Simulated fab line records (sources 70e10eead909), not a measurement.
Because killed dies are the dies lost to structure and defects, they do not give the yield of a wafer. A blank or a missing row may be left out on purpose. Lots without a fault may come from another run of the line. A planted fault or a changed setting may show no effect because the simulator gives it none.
fab line records	flow nand_harc
[record] lots = 24	wafers = 72	last_day = 33
route steps=1302 shown P_STI@90 P_GATE@142 P_M0@267
lots untouched by any fault: they come from a run of this same line in which no faults occurred
start_h: start of the lot's first displayed wafer, in hours after the record's first day	wait_h: how many hours have passed since the lot's step before this one	" repeats the value in the row above	L1.1+2: one row covering several wafers at once	- no value, or no start given	* or withheld: withheld	< > ~ a bound
route shown NAME@n: a module of which the file shows steps, and the number in the route of the first	usual: mean and standard deviation over wafers with no fault	same: alike in all rows	chamber/n: place in a boat	sites: the reading at each site	_std_site: standard deviation of those values	_edge_site: the outer-site mean with the inner-site mean subtracted	radius_mm: how far each site lies from the wafer's centre	mask NAME#n: copy n	behind: the most recent tool/chamber to have shaped the wafer	hold: why the lot was held/for how many hours/how that ended	device: the transistor (n, p or np) that didn't switch	end of line: tests of these same wafers at the route's end	a step with no rows: only its recipe	killed: count of dies lost to structure and defects at first sort (not the wafer's yield)	map: per-die view of a wafer (x killed, . not killed, _ where there is no die)
set.NAME: the setting the step ran with; set.NAME@STEP: the setting that earlier step ran with	model.NAME: the simulator's own value behind a step, which no gauge read
route steps across a sampled set of lots; one table per step, one row per wafer
services: a tool's chamber out of use, with start hour (start_h, from the record's first day; less than 0 if before it), hours out, and reason
[[steps]]
[step NHARC_P_STI_ETCH_15]
[recipe] target_depth_a = 3000	taper_deg = 4	time_s = 100.1	hbr_flow_sccm = 150	cl2_flow_sccm = 50	rf_w = 400	icp_w = 400	bias_w = 100	chemistry = HBr/Cl2
[usual] drypump_motor_current_A = 5.5/0.33	oes_product_au = 0.996/0.0075	throttle_valve_pct = 26.405/0.0091
lot.wafer	tool	chamber	start_h	wait_h	drypump_motor_current_A	oes_product_au	rf_hours_counter_h	throttle_valve_pct
L074.1	rie_si-02	0	44.41	-	5.5	0.993	0.7	26.395
L074.3	"	3	"	"	5.4	0.989	0.8	26.408
L074.6	"	1	"	"	5.7	0.989	-	26.403
L075.4	rie_si-05	2	54.78	-	5.5	0.997	0.5	26.411
L075.3	"	3	"	"	5.4	0.987	0.5	26.394
L075.2	"	0	"	"	5.7	0.985	0.5	26.398
L076.1	rie_si-05	1	65.82	-	5.2	0.985	0.6	26.401
L076.3	"	2	"	"	5.5	0.992	0.6	26.401
L076.2	"	3	"	"	5.4	1.004	0.7	26.407
L077.4	rie_si-02	2	76.40	-	5.4	0.992	1.0	26.398
L077.1	"	1	"	"	5.7	0.984	0.8	26.398
L077.5	"	3	"	"	5.4	1.003	-	26.413
L078.3	rie_si-05	1	83.68	-	5.1	0.984	0.7	26.425
L078.2	"	3	"	"	5.4	1.003	0.8	26.402
L078.5	"	1	"	"	5.1	0.999	-	26.413
L079.2	rie_si-03	1	94.60	-	6.2	0.997	0.2	26.417
L079.3	"	2	"	"	5.7	1.003	0.2	26.402
L079.5	"	0	"	"	6.6	1.013	-	26.402
L080.2	rie_si-05	3	105.15	-	5.4	1.008	0.9	26.404
L080.1	"	0	"	"	5.7	0.995	0.9	26.412
L080.5	"	3	"	"	5.4	1.006	-	26.412
L081.1	rie_si-05	3	113.53	-	5.4	0.995	1.0	26.394
L081.2	"	1	"	"	5.2	0.990	1.0	26.407
L081.5	"	0	"	"	5.7	0.981	-	26.404
L082.4	rie_si-02	1	125.91	-	5.8	0.995	0.0	26.392
L082.1	"	0	"	"	5.5	0.994	0.1	26.420
L082.6	"	1	"	"	5.8	0.989	-	26.408
L083.2	rie_si-02	0	134.96	-	5.5	0.992	0.2	26.398
L083.3	"	2	"	"	5.4	0.989	0.2	26.398
L083.6	"	0	"	"	5.5	0.994	-	26.416
L084.4	rie_si-02	3	144.81	-	5.4	0.996	0.3	26.392
L084.1	"	0	"	"	5.6	0.983	0.3	26.417
L084.5	"	1	"	"	5.7	0.989	-	26.400
L085.2	rie_si-02	2	154.09	-	5.4	0.992	0.4	26.423
L085.5	"	1	"	"	5.7	0.987	-	26.418
L085.6	"	2	"	"	5.4	0.995	-	26.410
L086.4	rie_si-05	0	165.53	-	5.7	0.999	0.2	26.408
L086.2	"	2	"	"	5.5	0.998	0.1	26.412
L086.5	"	1	"	"	5.2	0.984	-	26.426
L087.3	rie_si-03	0	174.08	-	6.6	1.000	0.8	26.381
L087.4	"	2	"	"	5.7	0.989	0.7	26.410
L087.2	"	3	"	"	5.3	0.994	0.7	26.407
L088.4	rie_si-05	2	183.63	-	5.5	1.002	0.2	26.411
L088.3	"	3	"	"	5.4	0.994	0.2	26.404
L088.6	"	3	"	"	5.4	1.000	-	26.416
L089.4	rie_si-02	0	195.04	-	5.5	0.994	0.5	26.417
L089.3	"	1	"	"	5.7	0.984	0.6	26.405
L089.1	"	2	"	"	5.4	0.997	0.7	26.409
L090.4	rie_si-03	3	205.67	-	5.3	1.007	0.8	26.383
L090.6	"	2	"	"	5.7	0.999	-	26.411
L090.5	"	3	"	"	5.3	0.998	-	26.409
L091.1	rie_si-05	0	214.28	-	5.7	0.998	0.4	26.412
L091.4	"	1	"	"	5.1	0.994	0.5	26.395
L091.3	"	2	"	"	5.5	1.006	0.4	26.407
L092.4	rie_si-05	1	228.83	-	5.1	1.003	0.6	26.387
L092.2	"	0	"	"	5.7	0.992	0.6	26.425
L092.6	"	2	"	"	5.5	0.996	-	26.426
L094.2	rie_si-03	3	245.85	-	5.2	1.008	0.1	26.400
L094.6	"	0	"	"	6.6	0.997	-	26.400
L094.5	"	1	"	"	6.2	0.992	-	26.421
L093.1	rie_si-05	0	246.01	-	5.7	0.990	0.7	26.394
L093.5	"	1	"	"	5.1	0.996	-	26.395
L093.6	"	2	"	"	5.5	1.000	-	26.398
L095.4	rie_si-05	1	253.91	-	5.1	1.003	0.9	26.398
L095.1	"	2	"	"	5.5	1.017	0.8	26.400
L095.5	"	2	"	"	5.5	1.011	-	26.403
L096.1	rie_si-05	2	264.88	-	5.5	1.001	0.9	26.395
L096.6	"	1	"	"	5.2	0.994	-	26.415
L096.5	"	2	"	"	5.5	1.000	-	26.407
L097.1	rie_si-02	3	274.45	-	5.4	0.997	1.1	26.402
L097.2	"	0	"	"	5.5	0.996	1.0	26.407
L097.6	"	3	"	"	5.4	0.991	-	26.406
[step NHARC_P_STI_INSPECT_25]
[usual] raw_defect_count = 203/70
lot.wafer	tool	chamber	start_h	wait_h	raw_defect_count
L074.1	defect_inspect-01	-	70.06	0.4	248
L074.3	"	-	"	"	149
L074.6	"	-	"	"	109
L075.2	defect_inspect-01	-	83.06	0.4	125
L075.3	"	-	"	"	164
L075.4	"	-	"	"	121
L076.1	defect_inspect-02	-	91.86	0.4	236
L076.2	"	-	"	"	239
L076.3	"	-	"	"	139
L077.1	defect_inspect-01	-	103.45	0.4	324
L077.4	"	-	"	"	438
L077.5	"	-	"	"	430
L078.2	defect_inspect-02	-	110.05	0.4	265
L078.3	"	-	"	"	291
L078.5	"	-	"	"	458
L079.2	defect_inspect-02	-	124.37	0.4	118
L079.3	"	-	"	"	131
L079.5	"	-	"	"	165
L080.1	defect_inspect-01	-	133.30	0.4	129
L080.2	"	-	"	"	218
L080.5	"	-	"	"	269
L081.1	defect_inspect-01	-	142.72	0.4	169
L081.2	"	-	"	"	179
L081.5	"	-	"	"	252
L082.1	defect_inspect-02	-	154.08	0.4	151
L082.4	"	-	"	"	132
L082.6	"	-	"	"	185
L083.2	defect_inspect-01	-	161.30	0.4	130
L083.3	"	-	"	"	145
L083.6	"	-	"	"	237
L084.1	defect_inspect-01	-	170.40	0.4	166
L084.4	"	-	"	"	142
L084.5	"	-	"	"	124
L085.2	defect_inspect-02	-	180.59	0.4	256
L085.5	"	-	"	"	231
L085.6	"	-	"	"	325
L086.2	defect_inspect-01	-	194.34	0.4	128
L086.4	"	-	"	"	162
L086.5	"	-	"	"	121
L087.2	defect_inspect-01	-	200.52	0.4	211
L087.3	"	-	"	"	246
L087.4	"	-	"	"	208
L089.1	defect_inspect-02	-	222.28	0.4	170
L089.3	"	-	"	"	191
L089.4	"	-	"	"	240
L088.3	defect_inspect-01	-	222.28	0.4	194
L088.4	"	-	"	"	222
L088.6	"	-	"	"	208
L091.1	defect_inspect-02	-	245.68	0.4	176
L091.3	"	-	"	"	277
L091.4	"	-	"	"	223
L090.4	defect_inspect-02	-	245.69	0.4	202
L090.5	"	-	"	"	291
L090.6	"	-	"	"	304
L092.2	defect_inspect-01	-	261.21	0.4	111
L092.4	"	-	"	"	187
L092.6	"	-	"	"	208
L093.1	defect_inspect-02	-	276.80	0.4	163
L093.5	"	-	"	"	180
L093.6	"	-	"	"	209
L094.2	defect_inspect-01	-	276.81	0.4	137
L094.5	"	-	"	"	108
L094.6	"	-	"	"	210
L095.1	defect_inspect-02	-	276.81	0.4	205
L095.4	"	-	"	"	208
L095.5	"	-	"	"	203
L096.1	defect_inspect-02	-	290.35	0.4	279
L096.5	"	-	"	"	207
L096.6	"	-	"	"	174
L097.1	defect_inspect-01	-	301.31	0.4	229
L097.2	"	-	"	"	151
L097.6	"	-	"	"	276
[step NHARC_P_GATE_OVL_MEAS_27]
[usual] overlay_x_nm = -0.1/1	overlay_y_nm = 0.0/0.67
lot.wafer	tool	chamber	start_h	wait_h	overlay_x_nm	overlay_y_nm
L074.1	overlay-01	-	93.09	-	0.0	-0.9
L074.3	"	-	"	"	-0.1	-0.6
L074.6	"	-	"	"	0.2	-0.8
L075.2	overlay-02	-	106.41	-	-2.4	1.1
L075.3	"	-	"	"	-1.9	0.8
L075.4	"	-	"	"	-1.4	0.2
L076.1	overlay-02	-	114.89	-	1.3	0.2
L076.2	"	-	"	"	1.2	0.2
L076.3	"	-	"	"	1.0	-0.1
L077.1	overlay-02	-	130.24	-	-0.2	-0.3
L077.4	"	-	"	"	-0.1	0.1
L077.5	"	-	"	"	-1.0	0.1
L078.2	overlay-02	-	134.58	-	0.2	0.1
L078.3	"	-	"	"	-0.1	0.3
L078.5	"	-	"	"	0.6	0.7
L079.2	overlay-02	-	147.02	-	-0.6	0.5
L079.3	"	-	"	"	-0.3	0.1
L079.5	"	-	"	"	-0.7	0.1
L080.1	overlay-02	-	155.87	-	-1.6	-0.6
L080.2	"	-	"	"	-1.3	-0.3
L080.5	"	-	"	"	-1.5	-0.5
L081.1	overlay-02	-	166.60	-	-0.2	0.1
L081.2	"	-	"	"	-0.3	0.3
L081.5	"	-	"	"	-0.3	0.5
L082.1	overlay-01	-	178.52	-	-1.9	-0.7
L082.4	"	-	"	"	-1.9	-0.5
L082.6	"	-	"	"	-1.8	-1.2
L083.2	overlay-01	-	183.46	-	2.1	0.9
L083.3	"	-	"	"	2.1	1.3
L083.6	"	-	"	"	1.6	1.3
L084.1	overlay-02	-	200.85	-	-1.0	-0.3
L084.4	"	-	"	"	-1.3	-0.5
L084.5	"	-	"	"	-0.8	-1.2
L085.2	overlay-02	-	207.16	-	-0.9	0.0
L085.5	"	-	"	"	-1.3	-0.1
L085.6	"	-	"	"	-0.8	0.0
L086.2	overlay-01	-	219.41	-	1.1	-0.3
L086.4	"	-	"	"	1.1	0.0
L086.5	"	-	"	"	1.3	0.6
L087.2	overlay-01	-	222.86	-	1.0	-0.4
L087.3	"	-	"	"	1.5	-0.2
L087.4	"	-	"	"	1.4	0.2
L089.1	overlay-01	-	251.98	-	-1.0	1.0
L089.3	"	-	"	"	-0.3	0.7
L089.4	"	-	"	"	-0.7	0.9
L088.3	overlay-02	-	252.64	-	0.1	0.0
L088.4	"	-	"	"	-0.2	-0.4
L088.6	"	-	"	"	-0.3	0.0
L091.1	overlay-02	-	271.06	-	0.9	-1.1
L091.3	"	-	"	"	0.4	-0.9
L091.4	"	-	"	"	0.6	-1.3
L090.4	overlay-02	-	271.74	-	1.0	0.3
L090.5	"	-	"	"	-0.1	0.3
L090.6	"	-	"	"	0.9	0.7
L092.2	overlay-02	-	287.15	-	-0.6	-0.8
L092.4	"	-	"	"	-0.5	-1.5
L092.6	"	-	"	"	-1.1	-1.2
L094.2	overlay-01	-	298.95	-	1.1	0.1
L094.5	"	-	"	"	0.6	0.3
L094.6	"	-	"	"	0.8	0.2
L095.1	overlay-02	-	299.10	-	0.2	0.4
L095.4	"	-	"	"	0.1	-0.1
L095.5	"	-	"	"	0.6	0.3
L093.1	overlay-02	-	299.72	-	-1.6	-0.2
L093.5	"	-	"	"	-1.5	0.3
L093.6	"	-	"	"	-1.1	-0.2
L096.1	overlay-02	-	313.78	-	-1.0	1.2
L096.5	"	-	"	"	-0.5	1.8
L096.6	"	-	"	"	-0.3	1.2
L097.1	overlay-01	-	325.78	-	0.4	-0.6
L097.2	"	-	"	"	0.6	-0.4
L097.6	"	-	"	"	0.7	-0.4
[step NHARC_P_GATE_STRIP_108]
[recipe] o2_flow_sccm = 500	ar_flow_sccm = 0	bias_w = 0	chemistry = O2
[usual] drypump_motor_current_A = 5.8/0.46	oes_product_au = 1.002/0.0076	rf_vpp_V = 57.9/0.94	showerhead_plenum_p_Torr = 3.57/0.16	throttle_valve_pct = 17.035/0.0085
lot.wafer	tool	chamber	start_h	wait_h	drypump_motor_current_A	oes_product_au	rf_hours_counter_h	rf_vpp_V	showerhead_plenum_p_Torr	throttle_valve_pct
L074.1	rie_diel-07	0	93.87	-	6.3	1.006	9	58.0	3.50	17.030
L074.3	"	2	"	"	5.4	1.002	9	57.0	3.42	17.048
L074.6	"	0	"	"	6.2	1.004	-	57.3	3.50	17.012
L075.2	rie_diel-05	3	107.13	-	5.9	1.003	2	58.7	3.69	17.042
L075.3	"	1	"	"	5.7	1.001	3	57.9	3.71	17.031
L075.4	"	2	"	"	5.1	0.996	2	58.6	3.78	17.033
L076.1	rie_diel-05	2	115.61	-	5.1	1.011	3	59.1	3.78	17.035
L076.3	"	3	"	"	6.0	1.008	3	58.6	3.69	17.031
L076.2	"	1	"	"	5.7	1.010	4	60.0	3.71	17.028
L077.1	rie_diel-07	2	130.97	-	5.4	1.010	0	59.0	3.42	17.031
L077.4	"	3	"	"	6.0	1.001	0	58.2	3.61	17.053
L077.5	"	3	"	"	6.0	1.003	-	56.7	3.61	17.041
L078.2	rie_diel-05	1	135.35	-	5.7	1.012	5	58.6	3.71	17.043
L078.3	"	0	"	"	6.3	1.004	5	57.0	3.61	17.041
L078.5	"	2	"	"	5.1	0.993	-	59.5	3.78	17.036
L079.3	rie_diel-03	2	147.76	-	6.6	0.997	3	57.8	3.78	17.034
L079.2	"	0	"	"	5.5	0.995	3	56.7	3.43	17.036
L079.5	"	1	"	"	5.6	0.998	-	58.6	3.30	17.032
L080.2	rie_diel-05	0	156.58	-	6.4	1.022	6	58.3	3.61	17.043
L080.1	"	1	"	"	5.7	1.019	7	57.4	3.71	17.039
L080.5	"	0	"	"	6.4	1.016	-	56.9	3.61	17.021
L081.2	rie_diel-07	3	167.39	-	6.0	1.001	1	58.1	3.61	17.026
L081.1	"	2	"	"	5.4	0.997	0	57.9	3.42	17.031
L081.5	"	3	"	"	6.0	0.994	-	58.4	3.61	17.039
L082.1	rie_diel-03	2	179.28	-	6.6	1.004	5	59.1	3.78	17.038
L082.4	"	1	"	"	5.6	1.007	-	59.0	3.30	17.029
L082.6	"	2	"	"	6.6	1.003	-	58.2	3.78	17.029
L083.2	rie_diel-05	1	184.25	-	5.8	1.005	8	59.7	3.71	17.038
L083.3	"	3	"	"	6.0	1.001	6	58.6	3.68	17.045
L083.6	"	1	"	"	5.7	1.005	-	58.4	3.71	17.062
L084.1	rie_diel-07	1	201.57	-	5.6	0.989	4	56.4	3.40	17.034
L084.5	"	1	"	"	5.6	0.994	-	56.4	3.40	17.022
L084.4	"	2	"	"	5.4	1.002	-	58.4	3.42	17.025
L085.2	rie_diel-05	1	207.89	-	5.7	0.999	11	59.4	3.71	17.032
L085.5	"	0	"	"	6.4	1.013	-	58.3	3.61	17.040
L085.6	"	1	"	"	5.7	0.998	-	58.1	3.71	17.035
L086.4	rie_diel-03	3	220.16	-	5.3	1.004	1	56.7	3.44	17.040
L086.2	"	0	"	"	5.5	0.992	8	57.4	3.43	17.029
L086.5	"	1	"	"	5.6	1.000	-	57.8	3.30	17.030
L087.2	rie_diel-03	2	223.57	-	6.6	1.008	8	58.5	3.77	17.044
L087.4	"	0	"	"	5.5	0.997	8	58.1	3.43	17.017
L087.3	"	1	"	"	5.6	1.012	9	54.5	3.30	17.039
L089.4	rie_diel-03	0	252.72	-	5.5	0.997	10	57.4	3.43	17.032
L089.1	"	1	"	"	5.7	1.003	10	57.0	3.30	17.045
L089.3	"	2	"	"	6.6	1.010	9	57.8	3.77	17.023
L088.3	rie_diel-05	2	253.37	-	5.1	0.999	2	59.1	3.77	17.042
L088.4	"	3	"	"	6.0	0.995	2	57.6	3.68	17.028
L088.6	"	1	"	"	5.7	1.006	-	59.9	3.71	17.030
L091.1	rie_diel-03	2	271.78	-	6.6	1.006	11	58.4	3.77	17.026
L091.4	"	3	"	"	5.3	1.000	4	57.2	3.44	17.029
L091.3	"	1	"	"	5.7	1.015	11	57.4	3.30	17.041
L090.4	rie_diel-03	3	272.46	-	5.2	1.003	4	58.6	3.44	17.038
L090.6	"	3	"	"	5.2	0.997	-	57.2	3.44	17.024
L090.5	"	0	"	"	5.5	1.002	-	58.1	3.43	17.040
L092.4	rie_diel-05	0	288.22	-	6.4	1.006	4	58.7	3.60	17.030
L092.2	"	1	"	"	5.7	0.996	4	59.3	3.70	17.046
L092.6	"	3	"	"	5.9	0.997	-	58.7	3.68	17.041
L094.2	rie_diel-03	0	299.69	-	5.5	0.989	1	57.7	3.43	17.037
L094.5	"	3	"	"	5.3	1.001	-	57.1	3.44	17.041
L094.6	"	0	"	"	5.5	0.992	-	57.4	3.43	17.022
L095.4	rie_diel-05	3	299.85	-	6.0	1.003	5	57.0	3.68	17.033
L095.1	"	0	"	"	6.4	0.995	4	56.5	3.60	17.042
L095.5	"	2	"	"	5.1	0.998	-	58.2	3.77	17.029
L093.1	rie_diel-03	2	300.49	-	6.6	1.016	0	58.4	3.77	17.048
L093.5	"	3	"	"	5.2	1.015	-	57.8	3.44	17.024
L093.6	"	0	"	"	5.5	0.992	-	58.2	3.43	17.032
L096.1	rie_diel-07	0	314.52	-	6.3	1.005	0	58.3	3.50	17.030
L096.6	"	3	"	"	6.0	1.014	-	58.8	3.60	17.044
L096.5	"	0	"	"	6.3	0.997	-	58.7	3.50	17.042
L097.1	rie_diel-07	2	326.54	-	5.4	0.994	1	58.7	3.41	17.048
L097.2	"	1	"	"	5.6	1.001	1	57.1	3.40	17.046
L097.6	"	3	"	"	6.0	1.007	-	57.9	3.60	17.049
[step NHARC_P_M0_ETCH_34]
[recipe] target_depth_a = 400	overetch_a = 120	time_s = 43.94	ion_energy_ev = 200	n2_flow_sccm = 150	h2_flow_sccm = 150	ar_flow_sccm = 0	rf_w = 400	bias_w = 150	chemistry = N2/H2
[usual] drypump_motor_current_A = 5.7/0.68	n2_flow_sccm = 150.0/0.42	oes_product_au = 1.000/0.0076	rf_vpp_V = 430.2/2.7	showerhead_plenum_p_Torr = 2.03/0.096	throttle_valve_pct = 14.172/0.0081
lot.wafer	tool	chamber	start_h	wait_h	drypump_motor_current_A	n2_flow_sccm	oes_product_au	rf_hours_counter_h	rf_vpp_V	showerhead_plenum_p_Torr	throttle_valve_pct
L074.1	rie_diel-04	1	117.83	0.1	5.1	150.2	0.985	16	430.2	2.04	14.175
L074.3	"	3	"	"	6.2	149.8	0.988	19	430.4	2.08	14.174
L074.6	"	3	"	"	6.3	150.0	0.986	-	431.5	2.08	14.178
L075.2	rie_diel-13	0	131.25	0.1	6.5	150.3	0.999	47	427.2	1.96	14.172
L075.3	"	1	"	"	5.2	150.7	0.995	43	432.9	2.05	14.159
L075.4	"	2	"	"	5.8	149.5	0.997	42	428.9	1.97	14.175
L076.2	rie_diel-12	0	141.66	0.1	5.0	149.9	1.005	12	428.2	1.90	14.170
L076.1	"	2	"	"	6.4	150.1	1.003	13	428.8	1.97	14.171
L076.3	"	3	"	"	6.3	150.9	0.996	12	436.5	2.19	14.163
L077.1	rie_diel-13	0	154.51	0.1	6.5	149.1	1.007	56	427.6	1.96	14.178
L077.4	"	2	"	"	5.8	150.1	1.005	52	427.8	1.97	14.171
L077.5	"	1	"	"	5.2	150.3	1.011	-	430.9	2.05	14.189
L078.3	rie_diel-12	3	159.16	0.1	6.3	150.1	1.003	21	433.7	2.19	14.169
L078.2	"	2	"	"	6.4	150.3	1.011	21	428.2	1.97	14.168
L078.5	"	1	"	"	4.8	150.5	1.014	-	431.6	2.04	14.177
L079.3	rie_diel-04	2	171.37	0.1	5.7	149.9	0.989	27	433.3	2.15	14.169
L079.2	"	1	"	"	5.1	149.6	0.986	29	430.1	2.03	14.163
L079.5	"	2	"	"	5.7	149.5	1.000	-	432.8	2.15	14.165
L080.1	rie_diel-12	0	180.36	0.1	5.0	149.4	0.997	21	426.1	1.90	14.164
L080.2	"	1	"	"	4.8	150.3	1.007	32	431.5	2.04	14.169
L080.5	"	3	"	"	6.3	150.0	1.009	-	435.0	2.19	14.167
L081.2	rie_diel-04	1	192.10	0.1	5.1	151.1	0.997	0	430.7	2.03	14.172
L081.1	"	2	"	"	5.7	149.6	0.998	0	433.5	2.15	14.161
L081.5	"	1	"	"	5.1	150.1	0.990	-	430.0	2.03	14.180
L082.4	rie_diel-04	2	203.87	0.1	5.7	150.5	0.990	0	433.5	2.15	14.180
L082.1	"	3	"	"	6.3	150.3	0.992	0	432.0	2.08	14.168
L082.6	"	2	"	"	5.7	150.1	0.986	-	433.2	2.15	14.185
L083.3	rie_diel-13	3	207.73	0.1	5.0	149.8	1.001	11	432.6	2.15	14.175
L083.2	"	2	"	"	5.7	149.5	1.002	13	429.6	1.96	14.174
L083.6	"	3	"	"	5.0	150.1	1.004	-	433.0	2.15	14.174
L084.1	rie_diel-04	1	225.69	0.1	5.1	150.2	0.983	3	430.6	2.03	14.165
L084.4	"	3	"	"	6.3	149.4	0.994	4	431.1	2.07	14.174
L084.5	"	2	"	"	5.7	149.7	0.991	-	432.3	2.15	14.175
L085.2	rie_diel-04	0	231.50	0.1	6.8	150.0	1.005	5	427.7	1.89	14.165
L085.5	"	2	"	"	5.7	149.3	0.988	-	434.6	2.15	14.167
L085.6	"	3	"	"	6.2	150.0	0.983	-	430.3	2.07	14.168
L086.2	rie_diel-12	1	246.53	0.1	4.8	150.0	0.993	51	430.0	2.03	14.181
L086.4	"	2	"	"	6.4	149.7	1.011	48	429.4	1.96	14.179
L086.5	"	0	"	"	5.0	150.1	1.009	-	425.5	1.89	14.170
L087.3	rie_diel-12	3	247.73	0.1	6.3	150.1	0.996	45	434.4	2.18	14.188
L087.4	"	0	"	"	5.0	149.6	1.000	37	426.7	1.89	14.164
L087.2	"	1	"	"	4.8	149.6	1.011	51	429.2	2.03	14.175
L089.3	rie_diel-04	0	276.45	0.1	6.8	150.4	0.997	15	426.5	1.88	14.170
L089.4	"	2	"	"	5.7	150.2	0.993	12	433.0	2.14	14.178
L089.1	"	3	"	"	6.2	149.8	0.993	12	431.5	2.07	14.169
L088.4	rie_diel-04	1	277.33	0.1	5.1	149.6	1.007	13	430.4	2.03	14.185
L088.3	"	3	"	"	6.2	150.5	1.002	12	432.2	2.07	14.168
L088.6	"	1	"	"	5.1	149.7	1.001	-	429.4	2.03	14.174
L091.1	rie_diel-12	0	295.76	0.1	5.0	150.3	0.998	4	427.0	1.89	14.179
L091.4	"	1	"	"	4.8	149.3	0.991	1	430.9	2.03	14.165
L091.3	"	2	"	"	6.4	149.9	1.006	4	428.3	1.96	14.182
L090.4	rie_diel-12	3	296.54	0.1	6.2	150.3	0.993	4	433.5	2.18	14.157
L090.6	"	1	"	"	4.8	149.0	0.990	-	430.3	2.03	14.174
L090.5	"	2	"	"	6.4	149.8	1.001	-	429.1	1.96	14.165
L092.2	rie_diel-13	3	312.50	0.1	5.0	150.1	0.990	45	433.5	2.13	14.155
L092.4	"	1	"	"	5.2	150.3	1.005	47	427.5	2.03	14.182
L092.6	"	2	"	"	5.7	149.9	0.994	-	428.6	1.95	14.163
L094.2	rie_diel-04	2	323.54	0.1	5.7	150.0	1.000	23	432.3	2.14	14.175
L094.5	"	1	"	"	5.1	150.4	1.007	-	430.9	2.02	14.165
L094.6	"	2	"	"	5.7	150.1	1.000	-	433.2	2.14	14.181
L095.4	rie_diel-04	1	324.41	0.1	5.1	150.3	1.002	23	430.2	2.02	14.154
L095.1	"	3	"	"	6.2	149.5	1.003	24	431.5	2.07	14.193
L095.5	"	0	"	"	6.8	150.4	0.991	-	426.0	1.88	14.184
L093.1	rie_diel-13	2	329.62	0.1	5.7	149.9	1.012	57	427.9	1.95	14.167
L093.6	"	1	"	"	5.2	150.8	1.011	-	429.4	2.03	14.176
L093.5	"	2	"	"	5.7	149.4	1.004	-	427.1	1.95	14.175
L096.1	rie_diel-12	2	338.57	0.1	6.4	150.2	1.008	14	428.4	1.95	14.173
L096.6	"	0	"	"	5.0	150.2	1.006	-	426.9	1.88	14.167
L096.5	"	1	"	"	4.8	150.1	1.000	-	431.0	2.02	14.174
L097.2	rie_diel-12	1	350.17	0.1	4.8	150.3	0.999	20	430.7	2.02	14.177
L097.1	"	2	"	"	6.4	150.4	1.007	20	428.5	1.95	14.176
L097.6	"	3	"	"	6.3	149.6	0.997	-	435.2	2.17	14.181
[step NHARC_P_M0_THK_MEAS_24]
[recipe] thk_meas_gauge = xrf
[usual] thk_nm = 117.4/1.4
lot.wafer	tool	chamber	start_h	wait_h	thk_nm
L074.1	film_metro-02	-	120.09	-	115.9
L074.3	"	-	"	"	118.2
L074.6	"	-	"	"	119.2
L075.2	film_metro-01	-	133.47	-	116.0
L075.3	"	-	"	"	117.2
L075.4	"	-	"	"	113.4
L076.1	film_metro-02	-	143.97	-	117.6
L076.2	"	-	"	"	117.5
L076.3	"	-	"	"	117.9
L077.1	film_metro-02	-	156.79	-	118.2
L077.4	"	-	"	"	116.4
L077.5	"	-	"	"	116.7
L078.2	film_metro-01	-	161.59	-	116.7
L078.3	"	-	"	"	118.6
L078.5	"	-	"	"	117.2
L079.2	film_metro-01	-	173.61	-	119.5
L079.3	"	-	"	"	118.2
L079.5	"	-	"	"	118.5
L080.1	film_metro-01	-	182.78	-	116.9
L080.2	"	-	"	"	116.3
L080.5	"	-	"	"	116.3
L081.1	film_metro-01	-	194.32	-	116.4
L081.2	"	-	"	"	117.4
L081.5	"	-	"	"	118.3
L082.1	film_metro-02	-	206.16	-	119.3
L082.4	"	-	"	"	119.0
L082.6	"	-	"	"	118.2
L083.2	film_metro-01	-	209.97	-	120.0
L083.3	"	-	"	"	120.0
L083.6	"	-	"	"	118.4
L084.1	film_metro-01	-	227.97	-	116.5
L084.4	"	-	"	"	115.6
L084.5	"	-	"	"	115.5
L085.2	film_metro-02	-	233.72	-	118.5
L085.5	"	-	"	"	117.1
L085.6	"	-	"	"	117.7
L086.2	film_metro-01	-	248.84	-	118.9
L086.4	"	-	"	"	116.6
L086.5	"	-	"	"	118.0
L087.2	film_metro-01	-	250.01	-	118.7
L087.3	"	-	"	"	118.4
L087.4	"	-	"	"	119.6
L089.1	film_metro-01	-	278.68	-	117.8
L089.3	"	-	"	"	118.1
L089.4	"	-	"	"	117.8
L088.3	film_metro-01	-	279.57	-	116.6
L088.4	"	-	"	"	118.6
L088.6	"	-	"	"	114.7
L091.1	film_metro-01	-	297.99	-	119.2
L091.3	"	-	"	"	117.0
L091.4	"	-	"	"	118.2
L090.4	film_metro-01	-	298.77	-	118.7
L090.5	"	-	"	"	116.8
L090.6	"	-	"	"	115.6
L092.2	film_metro-02	-	314.73	-	116.3
L092.4	"	-	"	"	120.0
L092.6	"	-	"	"	116.5
L094.2	film_metro-01	-	325.78	-	117.2
L094.5	"	-	"	"	115.4
L094.6	"	-	"	"	115.2
L095.1	film_metro-02	-	326.72	-	115.2
L095.4	"	-	"	"	117.8
L095.5	"	-	"	"	118.4
L093.1	film_metro-02	-	331.84	-	118.1
L093.5	"	-	"	"	117.1
L093.6	"	-	"	"	115.0
L096.1	film_metro-02	-	341.10	-	119.0
L096.5	"	-	"	"	119.5
L096.6	"	-	"	"	117.3
L097.1	film_metro-01	-	352.39	-	118.7
L097.2	"	-	"	"	119.5
L097.6	"	-	"	"	116.3
[[services]]
tool	chamber	start_h	hours	kind
rie_diel-12	2	25.88	1.9	repair
rie_diel-03	-	39.42	0.2	repair
rie_diel-05	-	52.60	9.0	pm
rie_diel-12	3	62.31	9.7	repair
rie_diel-03	0	85.52	17.3	repair
rie_si-05	1	88.75	7.4	repair
rie_diel-12	-	92.40	9.0	pm
rie_diel-03	-	104.40	9.0	pm
rie_diel-04	2	117.14	7.5	repair
rie_diel-03	3	126.11	81.9	repair
rie_si-05	-	128.00	9.0	pm
rie_diel-05	-	130.95	1.1	repair
rie_si-05	-	139.42	0.2	repair
rie_diel-12	0	147.94	23.3	repair
rie_diel-04	0	155.30	21.4	repair
rie_diel-04	-	178.01	9.0	pm
rie_diel-04	3	203.93	3.6	repair
rie_diel-05	-	229.60	9.0	pm
rie_diel-03	-	246.68	0.6	repair
rie_diel-05	2	257.82	16.8	repair
rie_si-05	-	299.72	0.9	repair
rie_si-05	-	305.00	9.0	pm
rie_diel-04	-	321.14	0.9	repair
rie_diel-04	-	336.26	4.3	repair
[[key]]
fault none
